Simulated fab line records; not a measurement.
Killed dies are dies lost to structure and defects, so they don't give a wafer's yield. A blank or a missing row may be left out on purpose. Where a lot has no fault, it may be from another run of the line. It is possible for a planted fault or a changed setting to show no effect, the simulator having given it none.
Which of the tools did it?	flow n5_finfet	Sampling: 9 lots, 27 wafers, 5 of 1938 route steps

## WHAT EACH GAUGE READ, for each wafer
N5_BEOL_M11_INSPECT_58: inspects for defects (darkfield).
lot	measured	on	raw_defect_count
L276	day 13 14:34	defect_inspect-01	133 113 95
L281	day 15 06:29	defect_inspect-01	113 179 361
L288	day 16 06:18	defect_inspect-02	74 47 51
L291	day 16 21:42	defect_inspect-01	45 34 45
L295	day 18 09:53	defect_inspect-01	84 75 41
L294	day 18 18:41	defect_inspect-02	84 110 51
L299	day 19 04:30	defect_inspect-01	40 39 48
L298	day 19 05:47	defect_inspect-01	68 39 58
L297	day 20 14:31	defect_inspect-01	111 100 77

## TOOL THAT RAN EACH LOT (tool first, then ch and the chambers of the sampled wafers, then the start)
lot	N5_BEOL_M11_ETCH_65	N5_BEOL_M11_STRIP_77	N5_BEOL_M11_DEGAS_44	N5_BEOL_M11_CMP_52
L276	rie_diel-06 ch 1,3, day 13 10:32	rie_diel-06 ch 1,3, day 13 11:52 or earlier	pvd_sputter-03, day 13 11:52	cmp-04 ch 0,1,2, day 13 14:07
L281	rie_diel-02 ch 0,1,3, day 15 00:52	rie_diel-02 ch 0,1,3, day 15 02:25 or earlier	pvd_sputter-03, day 15 02:25	cmp-03 ch 1,2,3, day 15 06:02
L288	rie_diel-03 ch 0,2, day 16 03:01	rie_diel-03 ch 0,2, day 16 04:10 or earlier	pvd_sputter-01, day 16 04:10	cmp-02 ch 0,1, day 16 05:52
L291	rie_diel-06 ch 0,1, day 16 18:14	rie_diel-06 ch 0,1, day 16 19:18 or earlier	pvd_sputter-02, day 16 19:18	cmp-02 ch 0,2,3, day 16 21:16
L295	rie_diel-02 ch 0,1,3, day 18 06:35	rie_diel-02 ch 0,1,3, day 18 07:55 or earlier	pvd_sputter-03, day 18 07:55	cmp-04 ch 0,1,3, day 18 09:29
L294	rie_diel-03 ch 0,2,3, day 18 14:24	rie_diel-03 ch 0,2,3, day 18 17:01 or earlier	pvd_sputter-01, day 18 17:01	cmp-03 ch 0,1,3, day 18 18:15
L299	rie_diel-02 ch 0,2,3, day 19 00:07	rie_diel-02 ch 0,2,3, day 19 01:19 or earlier	pvd_sputter-01, day 19 01:19	cmp-03 ch 0,1,3, day 19 04:03
L298	rie_diel-06 ch 0,1,3, day 19 00:53	rie_diel-06 ch 0,1,3, day 19 03:37 or earlier	pvd_sputter-03, day 19 03:37	cmp-02 ch 0,1,2, day 19 05:20
L297	rie_diel-03 ch 0,1,2, day 20 10:04	rie_diel-03 ch 0,1,2, day 20 11:41 or earlier	pvd_sputter-02, day 20 11:41	cmp-03 ch 0,1, day 20 14:04
- N5_BEOL_M11_ETCH_65: etches SiARC in CF4, target depth 39 nm, time 65 s.
- N5_BEOL_M11_STRIP_77: strips in N2/H2, time 10 s.
- N5_BEOL_M11_DEGAS_44: time 60 s.
- N5_BEOL_M11_CMP_52: polishes, stops on SiCOH lowk, t overpolish 7 s, target thk 140 nm.

## THE ANSWER, worked out from the rows above alone
Rule: the lots themselves supply what counts as usual. Put in order of their means at a reading, lots are off if they are a third of the lots or fewer, leave a main group of 4 or more, and stand apart from it by a gap of 3 or more times the standard deviation of the main group's means; of several such gaps the widest counts. If all means in a main group match to the digits the tables above print for the reading, that group is not used. Also off: a lot with no number at a reading for which 4 or more lots have one. All remaining lots with rows at the step are treated as sound.
Off: L281, at N5_BEOL_M11_INSPECT_58 (raw_defect_count). The main group: mean 69, standard deviation 24.
If a tool, at a process step before that reading, ran all the lots that are off and no sound lot after the first of them, it fits. Those tools and the gauges at N5_BEOL_M11_INSPECT_58 are tried in the same way. With no start given for some of its lots, N5_BEOL_M11_STRIP_77 uses the hours and lot order of N5_BEOL_M11_DEGAS_44. None of those tried fits.

## WHAT WAS PUT IN BY THE SIMULATOR
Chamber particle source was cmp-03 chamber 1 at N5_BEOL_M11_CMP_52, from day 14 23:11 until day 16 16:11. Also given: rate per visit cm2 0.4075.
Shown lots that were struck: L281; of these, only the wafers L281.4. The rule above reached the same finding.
